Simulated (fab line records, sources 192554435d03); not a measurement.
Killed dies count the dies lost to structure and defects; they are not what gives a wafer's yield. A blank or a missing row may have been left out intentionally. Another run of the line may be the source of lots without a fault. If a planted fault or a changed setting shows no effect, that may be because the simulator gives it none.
What tool caused it?    flow n5Finfet    10 lots with 27 wafers sampled at 5 steps, on a route of 1938 steps

WHAT THE GAUGES SHOWED, per wafer
N5_BEOL_M4_RC_MEAS_101. Usual: DIBL_N 35.9 mV/V, standard deviation 1.3; DIBL_P 36.3 mV/V, standard deviation 1.5; IOFF_N 0.153 nA/um, standard deviation 0.023; IOFF_P 0.208 nA/um, standard deviation 0.028; ION_N 672 uA/um, standard deviation 9.7; ION_P 462 uA/um, standard deviation 6.6; SS_N 71.5 mV/dec, standard deviation 0.53; SS_P 73.3 mV/dec, standard deviation 0.59; VT_N 250.4 mV, standard deviation 2.7; VT_P -250.5 mV, standard deviation 3.
lot   measured      on         DIBL_N (mV/V)   DIBL_P (mV/V)   IOFF_N (nA/um)     IOFF_P (nA/um)     ION_N (uA/um)  ION_P (uA/um)  SS_N (mV/dec)   SS_P (mV/dec)   VT_N (mV)          VT_P (mV)             flag
L438  day 9 08:19   prober-01  37.3 35.1 38.7  37.6 34.8 39.2  0.186 0.148 0.218  0.275 0.214 0.307  672 670 690    470 469 478    72.6 71.1 73.0  73.6 72.8 73.3  245.2 250.7 246.7  -245.2 -248.0 -243.2  
L439  day 9 11:50   prober-02  35.4 35.8       35.4 35.4       0.143 0.147        0.196 0.200        674 677        466 456        71.4 70.9       72.8 72.8       250.7 249.8        -251.0 -250.4         
L441  day 10 07:00  prober-01  36.8 36.9 35.7  37.2 35.8 35.7  0.170 0.168 0.149  0.235 0.222 0.217  681 685 671    470 469 467    72.2 70.7 71.8  73.8 73.4 73.9  248.3 248.3 252.0  -249.1 -250.4 -249.9  
L444  day 10 11:12  prober-02  35.7 37.4       35.8 38.2       0.135 0.169        0.180 0.213        675 686        460 464        71.3 71.9       73.6 73.1       253.1 247.4        -249.9 -251.0         
L445  day 10 20:38  prober-01  35.1 35.5       34.6 34.3       0.125 0.130        0.201 0.203        666 668        466 463        70.8 71.7       72.6 73.0       253.6 253.1        -245.9 -245.9         
L452  day 12 15:20  prober-01  34.7 35.2 34.3  36.2 36.0 35.4  0.135 0.140 0.126  0.171 0.176 0.161  677 667 663    456 455 456    71.2 71.5 71.2  72.8 73.7 73.0  253.7 252.1 253.5  -255.0 -255.3 -255.1  
L453  day 13 16:50  prober-02  34.6 36.1 35.8  34.6 35.9 36.2  0.142 0.158 0.146  0.180 0.198 0.207  679 679 666    461 460 456    70.4 71.5 71.8  72.8 73.5 73.4  248.7 250.2 252.1  -251.5 -250.3 -248.1  
L455  day 13 21:12  prober-01  35.8 32.8 34.9  38.0 34.6 37.1  0.168 0.121 0.152  0.216 0.176 0.203  673 669 685    462 460 474    71.5 71.3 71.5  73.4 72.8 73.5  249.3 251.3 252.4  -252.6 -253.5 -249.4  
L456  day 14 01:19  prober-02  37.1 36.4 36.6  38.5 37.5 37.4  0.190 0.170 0.165  0.239 0.215 0.209  690 691 679    472 468 462    71.4 71.4 71.7  74.4 74.6 73.0  247.0 248.6 249.0  -248.6 -250.0 -248.8  
L458  day 15 00:24  prober-02  35.8 35.0 35.3  35.8 34.7 34.6  0.145 0.134 0.136  0.211 0.189 0.192  689 679 672    473 469 462    70.6 70.9 70.7  72.9 72.8 73.1  248.5 250.8 250.5  -249.6 -249.5 -249.6  

EACH LOT AND THE TOOL THAT RAN IT (in order: tool; ch and the chambers of the sampled wafers; start)
lot   N5_GATE_CUT_DESCUM_18              N5_GATE_CUT_CUT_ETCH_54           N5_GATE_CUT_VAPOR_ETCH_51         N5_GATE_CUT_ALD_22
L438  rieDiel-04 ch 1,2,3, day 5 09:07   rieMetal-02 ch 0,1, day 5 09:34   rieMetal-02 ch 0,1, day 5 09:44   aldSin-03 ch 0,1,3, day 5 09:58
L439  rieDiel-04 ch 0,1, day 5 20:07     rieMetal-02 ch 0,1, day 5 20:35   rieMetal-02 ch 0,1, day 5 20:46   aldSin-04 ch 0,2, day 5 21:02
L441  rieDiel-01 ch 0,1,3, day 6 02:38   rieMetal-03 ch 0, day 6 03:09     rieMetal-03 ch 0, day 6 03:31     aldSin-02 ch 0,2,3, day 6 04:07
L444  rieDiel-01 ch 1,2, day 6 21:16     rieMetal-02 ch 0,1, day 6 21:43   rieMetal-02 ch 0,1, day 6 21:53   aldSin-04 ch 1,3, day 6 22:18
L445  rieDiel-02 ch 0,2, day 7 02:49     rieMetal-02 ch 0,1, day 7 03:16   rieMetal-02 ch 0,1, day 7 03:27   aldSin-04 ch 1,3, day 7 03:39
L452  rieDiel-01 ch 1,2, day 8 21:17     rieMetal-03 ch 0,1, day 8 21:44   rieMetal-03 ch 0,1, day 8 21:55   aldSin-04 ch 1,2, day 8 23:47
L453  rieDiel-04 ch 0,2,3, day 9 01:37   rieMetal-01 ch 0,1, day 9 02:04   rieMetal-01 ch 0,1, day 9 02:15   aldSin-04 ch 0,2,3, day 9 02:27
L455  rieDiel-02 ch 2,3, day 9 13:23     rieMetal-02 ch 0,1, day 9 13:50   rieMetal-02 ch 0,1, day 9 14:01   aldSin-03 ch 1,3, day 9 14:14
L456  rieDiel-02 ch 0,1,2, day 9 22:01   rieMetal-02 ch 0,1, day 9 22:29   rieMetal-02 ch 0,1, day 9 22:40   aldSin-03 ch 0,1,3, day 9 22:52
L458  rieDiel-02 ch 1,2,3, day 10 08:27  rieMetal-03 ch 0,1, day 10 08:55  rieMetal-03 ch 0,1, day 10 09:05  aldSin-02 ch 0,1,3, day 10 09:17
- N5_GATE_CUT_DESCUM_18: chemistry O2, time 7 s.
- N5_GATE_CUT_CUT_ETCH_54: etches TiN in Cl2/BCl3, target depth 96.7 nm.
- N5_GATE_CUT_VAPOR_ETCH_51: etches HfO2 in BCl3/Cl2.
- N5_GATE_CUT_ALD_22: deposits SiNx, target thk 16 nm, pulse time 1 s, ald cycles 320.

AS READ BY THE TOOLS THEMSELVES (means over the sampled wafers that have a number; for cases with no such wafer, the mark the record gives instead)
N5_GATE_CUT_DESCUM_18. Usual: drypumpMotorCurrentA 5.6 A, standard deviation 0.33; oesProductAu 0.78 a.u., standard deviation 0.085; rfVppV 243.3 V, standard deviation 1.4; showerheadPlenumPTorr 2.10 Torr, standard deviation 0.078; throttleValvePct 20.37 %, standard deviation 0.24.
lot   tool        drypumpMotorCurrentA (A)  oesProductAu (a.u.)  rfVppV (V)  showerheadPlenumPTorr (Torr)  throttleValvePct (%)  flag
L438  rieDiel-04  5.3                       0.78                 243.2       2.06                          20.39                 
L439  rieDiel-04  5.1                       0.81                 244.8       2.10                          20.45                 
L441  rieDiel-01  5.7                       0.75                 242.7       2.09                          20.44                 
L444  rieDiel-01  5.5                       0.80                 243.7       2.06                          20.36                 
L445  rieDiel-02  5.9                       0.72                 242.5       2.08                          20.39                 
L452  rieDiel-01  5.6                       0.77                 242.3       2.06                          20.54                 
L453  rieDiel-04  5.2                       0.82                 244.0       2.19                          20.28                 
L455  rieDiel-02  6.0                       0.72                 243.0       2.05                          20.40                 
L456  rieDiel-02  5.8                       0.79                 244.3       2.12                          20.36                 
L458  rieDiel-02  5.9                       0.78                 244.1       2.12                          20.37                 

N5_GATE_CUT_CUT_ETCH_54. Usual: bcl3FlowSccm 21.76 sccm, standard deviation 0.064; drypumpMotorCurrentA 5.87 A, standard deviation 0.24; etchRfOnTimeS 36.4 s, standard deviation 0.54; oes_ar_750_au 0.80 a.u., standard deviation 0.091; oesProductAu 0.73 a.u., standard deviation 0.084; throttleValvePct 22.14 %, standard deviation 0.25.
lot   tool         bcl3FlowSccm (sccm)  drypumpMotorCurrentA (A)  etchRfOnTimeS (s)  oes_ar_750_au (a.u.)  oesProductAu (a.u.)  throttleValvePct (%)  flag
L438  rieMetal-02  21.77                5.99                      36.2               0.81                  0.73                 22.13                 
L439  rieMetal-02  21.70                5.91                      40.2               0.82                  0.71                 22.23                 OFF
L441  rieMetal-03  21.74                5.81                      36.5               0.86                  0.79                 21.76                 
L444  rieMetal-02  21.84                5.95                      44.5               0.81                  0.67                 22.29                 OFF
L445  rieMetal-02  21.70                5.88                      40.5               0.81                  0.71                 22.23                 OFF
L452  rieMetal-03  21.77                5.93                      36.8               0.90                  0.81                 22.11                 
L453  rieMetal-01  21.72                5.91                      37.0               0.74                  0.67                 22.36                 
L455  rieMetal-02  21.71                6.00                      36.1               0.77                  0.70                 22.17                 
L456  rieMetal-02  21.83                5.99                      35.9               0.76                  0.70                 22.16                 
L458  rieMetal-03  21.77                5.95                      36.7               0.88                  0.80                 22.13                 

N5_GATE_CUT_VAPOR_ETCH_51. Usual: drypumpMotorCurrentA 5.87 A, standard deviation 0.24; oesProductAu 0.81 a.u., standard deviation 0.094.
lot   tool         drypumpMotorCurrentA (A)  oesProductAu (a.u.)  flag
L438  rieMetal-02  6.00                      0.81                 
L439  rieMetal-02  5.92                      0.83                 
L441  rieMetal-03  5.77                      0.87                 
L444  rieMetal-02  5.92                      0.82                 
L445  rieMetal-02  5.90                      0.82                 
L452  rieMetal-03  5.95                      0.90                 
L453  rieMetal-01  5.90                      0.74                 
L455  rieMetal-02  5.98                      0.77                 
L456  rieMetal-02  5.97                      0.77                 
L458  rieMetal-03  5.93                      0.89                 

N5_GATE_CUT_ALD_22. Usual: heaterPowerW 874 W, standard deviation 100; precursorPulseHeightRel 1.000, standard deviation 0.018.
lot   tool       heaterPowerW (W)  precursorPulseHeightRel  flag
L438  aldSin-03  824               1.002                    
L439  aldSin-04  920               0.990                    
L441  aldSin-02  965               0.996                    
L444  aldSin-04  802               1.005                    
L445  aldSin-04  803               0.992                    
L452  aldSin-04  819               0.991                    
L453  aldSin-04  905               1.006                    
L455  aldSin-03  803               1.017                    
L456  aldSin-03  832               1.003                    
L458  aldSin-02  930               1.021                    

THE ANSWER, worked out from the rows above alone
Rule: take the mean of a lot's wafers that have a number; if it is more than 3 standard deviations from the usual mean, the lot is off. Also off: a lot with no number at a reading for which 4 or more lots have one. Any other lot the step has rows for is counted as sound. Order of review: gauges by route order, followed by the tools' own readings, for which a lot's mean as printed above is used. At the first step where some lot is off, the reading lying furthest off is the one used; lots without a number count as furthest.
Off: L439, L444, L445, at N5_GATE_CUT_CUT_ETCH_54 (etchRfOnTimeS).
If a tool, at that step or one of the process steps before it, ran each lot that is off and ran no sound lot following the first of them, it fits. None of those tried fits.

WHAT THE SIMULATOR HAD INSERTED
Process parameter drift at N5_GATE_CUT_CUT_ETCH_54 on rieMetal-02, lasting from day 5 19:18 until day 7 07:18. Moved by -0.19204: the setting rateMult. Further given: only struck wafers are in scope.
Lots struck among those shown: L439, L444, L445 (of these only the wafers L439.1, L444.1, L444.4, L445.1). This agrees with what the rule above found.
